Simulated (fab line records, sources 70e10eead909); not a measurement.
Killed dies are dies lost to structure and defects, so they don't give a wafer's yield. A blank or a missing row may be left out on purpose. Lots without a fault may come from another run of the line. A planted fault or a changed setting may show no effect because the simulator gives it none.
Chamber matching | flow nand_harc | NHARC_A_CHANNEL_FILL_D1_CMP_10 on cmp-03: 4 sister chambers
The step polishes, target thk 150 nm. 16 wafers are shown with their chamber, then 8 later ones without.

WAFERS WITH THEIR CHAMBER
wafer  | chamber | motor_current_A (A) | time_to_endpoint_s (s)
L076.1 | 1       | 11.0                | 18.8
L076.2 | 0       | 10.6                | 16.9
L076.6 | 3       | 13.2                | 19.3
L080.1 | 2       | 13.1                | 15.0
L080.2 | 0       | 9.9                 | 12.5
L080.3 | 3       | 14.0                | 12.8
L080.4 | 1       | 12.0                | 10.9
L080.5 | 3       | 13.5                | 15.3
L080.6 | 0       | 10.8                | 13.2
L081.1 | 2       | 13.2                | 13.7
L081.4 | 3       | 13.5                | 13.1
L081.6 | 3       | 14.2                | 12.7
L083.2 | 3       | 13.8                | 15.4
L083.4 | 1       | 11.7                | 15.0
L083.5 | 2       | 13.0                | 16.0
L086.1 | 0       | 10.4                | 16.1

SIGNATURES (means of the wafers above)
reading            | chamber 0 | chamber 1 | chamber 2 | chamber 3 | scatter within a chamber
motor_current_A    | 10.425    | 11.567    | 13.100    | 13.700    | 0.374
time_to_endpoint_s | 14.675    | 14.900    | 14.900    | 14.767    | 2.58
Rule: a wafer's distance from a chamber is the root of the sum, over the readings, of the square of ((its reading less the chamber's mean) divided by the reading's scatter). The wafer belongs to the nearest chamber; if the next one is less than 2 further off, it can't be placed. The scatter: the root of (the sum of the squares of (reading less its chamber's mean) over the shown wafers, divided by (wafers less chambers)).

WAFERS WITHOUT THEIR CHAMBER
wafer  | motor_current_A (A) | time_to_endpoint_s (s)
L086.2 | 13.5                | 18.5
L086.4 | 11.3                | 15.1
L097.3 | 10.7                | 16.3
L097.4 | 13.3                | 16.0
L097.6 | 10.4                | 14.7
L096.3 | 10.0                | 16.8
L096.4 | 11.4                | 17.7
L096.5 | 12.7                | 16.5

WHICH CHAMBER EACH WENT THROUGH
wafer  | from the rows above          | in truth
L086.2 | can't be placed: 3 or 2      | 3
L086.4 | can't be placed: 1 or 0      | 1
L097.3 | can't be placed: 0 or 1      | 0
L097.4 | can't be placed: 2 or 3      | 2
L097.6 | 0                            | 0
L096.3 | 0                            | 0
L096.4 | can't be placed: 1 or 0      | 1
L096.5 | can't be placed: 2 or 3 or 1 | 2
Placed correctly: 2 of 8. Can't be placed from these rows: 6 (the true chamber is among the candidates in 6). Placed wrongly: 0.
